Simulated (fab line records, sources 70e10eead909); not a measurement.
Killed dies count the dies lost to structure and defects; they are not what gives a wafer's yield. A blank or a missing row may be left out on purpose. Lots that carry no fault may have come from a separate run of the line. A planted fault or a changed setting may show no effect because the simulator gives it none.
Problem report, 8D (eight disciplines) form, completed by code -- flow nand-harc -- the parts of the form that need people (team, actions taken, sign-off) are left out

1. THE ISSUE
Wafers without a fault read 29, standard deviation 8.4; killed-at-array at NHARC_END_SORT_01 reads a mean of 673 on 6 wafers belonging to 2 lots. Measured from the usual mean, that is +77 standard deviations.
First seen on wafer L254.1, day 22 14:57, on prober-01. The record holds 39 wafers of 13 lots with a number at this step. Rule for "out", or "out of limits": more than 4 standard deviations from the usual mean. The other wafers with a number count as sound.

2. WHAT IT IS, AND WHAT IT ISN'T
question,is,is not
which readings at this step,"killed-at-array, killed-dies","killed-at-other, killed-at-periphery, killed-open, killed-short"
which lots,"L253, L254","L241, L242, L243, L244, L245, L247, L249, L251, L252, L263, L264"
which wafers of those lots,all that have a number,-
read on which gauges,prober-01,prober-02
when,from day 22 14:57,"up to then (22 sound wafers); but 11 sound wafers of L251, L252, L263, L264 came after"

3. SUSPECTS, AND WHAT RULES EACH OUT
Counting: a tool at a process step up to the reading stays a suspect if it ran every lot that is out and no sound lot after the first of them.
- the gauge at NHARC_END_SORT_01: kept. All the wafers that are out were read on prober-01, and no step on other tools shows them out.
- cvd-w-01 at NHARC_A_CONTACT_CVD_19 (deposits W, target thk 300 nm, time 802 s): ruled out as a lasting fault. The sound lots L263 went through it after L254, its earliest lot that is out (day 20 03:05). Because NHARC_A_CONTACT_CVD_19 lacks a start for some lots, the hours and order of its lots are taken from NHARC_A_BLC_OVL_MEAS_11.
- rie-diel-05 at NHARC_A_BLC_STRIP_21 (strips in O2): ruled out as a lasting fault. The sound lots L264 went through it after L254, its earliest lot that is out (day 20 04:28).
- pvd-sputter-01 at NHARC_A_BLC_DEGAS_30 (time 60 s): kept. Every lot that is out went through it, starting with L254 (day 20 04:52), and after that it ran no sound lot; the last sound lot it ran before then is L251 (day 20 04:08).
After counting, pvd-sputter-01 at NHARC_A_BLC_DEGAS_30 and prober-01 at NHARC_END_SORT_01 remain.

4. THE CAUSE (what the simulator had put in)
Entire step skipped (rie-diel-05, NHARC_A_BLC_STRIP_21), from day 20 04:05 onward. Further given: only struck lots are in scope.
The count ruled it out by mistake, since the rule takes a fault to strike every lot its tool runs from the start of the fault on, and this one did not do so.

5. SEQUENCE OF EFFECTS, ordered by route
One row per reading whose mean, taken over the struck wafers that have a number, lies over 3 standard deviations from the usual. Only readings whose record carries a usual standard deviation are examined. hours: median over the lots of the time between each lot's start at the first step of this table that gives one and its start at this step. sigmas: the change, counted in usual standard deviations.
hours,step,reading,usual,on struck wafers,change,sigmas
0,NHARC_END_SORT_01,killed-at-array,29,673,+644,+77
0,NHARC_END_SORT_01,killed-dies,33,677,+644,+72
Readings that are blank on the struck wafers while sound wafers have them: chamber-pressure-mTorr at NHARC_A_BLC_STRIP_21; drypump-motor-current-A at NHARC_A_BLC_STRIP_21; mfc-ar-sccm at NHARC_A_BLC_STRIP_21; oes-product-au at NHARC_A_BLC_STRIP_21; rf-vpp-V at NHARC_A_BLC_STRIP_21; showerhead-plenum-p-Torr at NHARC_A_BLC_STRIP_21; throttle-valve-pct at NHARC_A_BLC_STRIP_21.

6. HOW IT WOULD HAVE BEEN CAUGHT EARLIER
In this record the first reading out of limits at a measuring or inspecting step was taken at day 22 14:57, 59 hours after the fault began at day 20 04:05.
At NHARC_A_BLC_STRIP_21 the tool's readings are blank on the struck wafers, where sound wafers have them: an empty tool record is the first sign, and it was there at once.
